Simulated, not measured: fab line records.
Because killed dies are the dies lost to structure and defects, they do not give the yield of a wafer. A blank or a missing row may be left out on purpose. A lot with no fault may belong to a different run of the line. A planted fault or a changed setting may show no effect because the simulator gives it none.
Struck lot and sound lot, side by side    flow nandHarc    24 steps out of a route of 1302
Sound: the wafers L273.1, L273.2, L273.4. Struck: wafer L279.6 (left out: L279.2, L279.4 of the same lot, which were not struck); the cause appears at the end.
At each step with rows: each side's tool, then ch and its chambers, then its first start. Under that, the readings that differ: sound wafers    struck wafers    difference of the means    sigmas: that difference in standard deviations of wafers without a fault.
alike: a reading whose means differ by less than 2 such deviations, as well as words and numbers matching on both sides. not compared: withheld readings; readings where some wafer has no value; bounds like >300 that might hide an equal value; numbers whose values overlap and for which the record gives no deviation.
The two part at a step that has a row with sigmas, a row that says differs or no value, or rows on one side only. Numbers that don't overlap but have no deviation are shown without sigmas and don't part them. A reading missing from all wafers of one side parts the sides only when that side holds two or more wafers.

NHARC_P_M0_INSPECT_27:
  sound: defectInspect-02 at day 7 00:16; struck: defectInspect-01 at day 9 15:10
  alike: rawDefectCount
NHARC_P_M0_PRE_CLEAN_31: time 12 s.
  sound on pecvd-04 ch 0,1,2, day 7 00:20; struck on pecvd-04 ch 1, day 9 15:16
  alike: heaterPowerOuterW, heaterPowerW
NHARC_P_M0_DEP_32: deposits SiCN, target thk 30 nm.
  sound on pecvd-04 ch 0,1,2, day 7 00:25; struck on pecvd-04 ch 1, day 9 15:24
  alike: heaterPowerOuterW, heaterPowerW
then, 8 steps without rows for these wafers: NHARC_P_M1_DEP_00 (deposits SiOC, target thk 182.5 nm); NHARC_P_M1_DEHYDRATE_01 (time 120 s); NHARC_P_M1_HMDS_02 (time 30 s); NHARC_P_M1_COAT_34 (time 65 s); NHARC_P_M1_COAT_03 (resist thk 90 nm); NHARC_P_M1_SOFTBAKE_04 (time 55 s); NHARC_P_M1_EBR_05; NHARC_P_M1_EXPOSE_06 (exposes mask P M1, target cd 130 nm).
NHARC_P_M1_PEB_07: peb time 65 s.
  sound on lithoTrack-04 ch 0, day 7 01:28; struck on lithoTrack-06 ch 0, day 9 16:29
reading                sound              struck  difference  sigmas
heaterPowerTotalW (W)  156.2 156.0 157.2  187.3   +30.8       +72
then, 1 step without rows for these wafers: NHARC_P_M1_DEVELOP_08 (develop time 35 s).
NHARC_P_M1_CD_MEAS_09 targets a cd of 130 nm.
  sound on cdSem-02 ch 0, day 7 01:32; struck on cdSem-01 ch 0, day 9 16:34
reading    sound              struck  difference  sigmas
cdNm (nm)  129.8 128.9 128.7  119.4   -9.7        -10
NHARC_P_M1_OVL_MEAS_10: pitch 260 nm.
  sound: overlay-01 at day 7 01:38; struck: overlay-02 at day 9 16:39
reading          sound           struck  difference  sigmas
overlayXNm (nm)  -1.0 -1.4 -0.7  2.4     +3.4        +4
  alike: overlayYNm
NHARC_P_M1_INSPECT_11:
  sound: defectInspect-01 at day 7 01:40; struck: defectInspect-02 at day 9 16:41
  alike: rawDefectCount
NHARC_P_M1_DESCUM_14: chemistry O2, time 3 s.
  sound on rieDiel-12 ch 0,2, day 7 01:44; struck on rieDiel-12 ch 3, day 9 16:46
reading               sound            struck  difference  sigmas
model.P_M1.cdNm (nm)  130 128.8 128.3  119     -10         
  alike: chamberPressureMTorr, drypumpMotorCurrentA, oesProductAu, rfVppV, showerheadPlenumPTorr, throttleValvePct
  not compared: rfHoursCounterH
NHARC_P_M1_ETCH_35: etches the open film in N2/H2, target depth 40 nm, overetch 12 nm, time 43.94 s.
  sound on rieDiel-12 ch 1,2, day 7 01:50; struck on rieDiel-12 ch 3, day 9 16:50
  alike: chamberPressureMTorr, drypumpMotorCurrentA, oesProductAu, rfVppV, showerheadPlenumPTorr, throttleValvePct
  not compared: rfHoursCounterH
NHARC_P_M1_ETCH_15: etches the open film in C4F8/Ar, target depth 182.5 nm, time 91.2 s.
  sound: rieDiel-12 ch 0,1; struck: rieDiel-12 ch 2
  alike: chamberPressureMTorr, oesProductAu, rfVppV
  not compared: rfHoursCounterH
NHARC_P_M1_CD_MEAS_16:
  sound: cdSem-01 at day 7 02:05; struck: cdSem-01 at day 9 17:03
reading    sound              struck  difference  sigmas
cdNm (nm)  129.6 128.7 128.2  118.2   -10.6       -10
NHARC_P_M1_STRIP_18: strips in N2/H2.
  sound on rieDiel-02 ch 1,2,3, day 7 02:09; struck on rieDiel-03 ch 3, day 9 17:08
  alike: chamberPressureMTorr, drypumpMotorCurrentA, oesProductAu, rfVppV, showerheadPlenumPTorr, throttleValvePct
  not compared: rfHoursCounterH
NHARC_P_M1_ETCH_28: etches the open film in CF4/N2, target depth 30 nm, time 72.99 s.
  sound: rieDiel-02 ch 0,2,3; struck: rieDiel-03 ch 0
reading                       sound              struck  difference  sigmas
oesProductAu (a.u.)           1.008 0.983 1.009  1.028   +0.028      +3
rfVppV (V)                    312.8 312.9 315.1  318.2   +4.6        +3
showerheadPlenumPTorr (Torr)  2.60 2.53 2.63     2.82    +0.23       +3
model.P_M1.cdNm (nm)          129.9 128.6 128.4  119.1   -9.9        
  alike: chamberPressureMTorr, drypumpMotorCurrentA, throttleValvePct
  not compared: rfHoursCounterH
then, 1 step without rows for these wafers: NHARC_P_M1_STRIP_19 (strips in post etch residue remover, time 600 s).
-- record jumps: 19 days between struck wafers' starts before vs after; left off in module P_M1, resumes in module END, first step shown is number 1302 of the route --
NHARC_END_SORT_01:
  the record has rows for the struck wafers here (prober-01 ch 0, day 28 09:27) and none for the sound ones

== WHERE THEY PART ==
Last at NHARC_END_SORT_01 as far as this record goes, first at NHARC_P_M1_PEB_07.

WHY: what the simulator had put in
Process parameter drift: lithoTrack-06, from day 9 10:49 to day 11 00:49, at NHARC_P_M1_PEB_07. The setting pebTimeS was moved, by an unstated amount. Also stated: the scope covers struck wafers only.
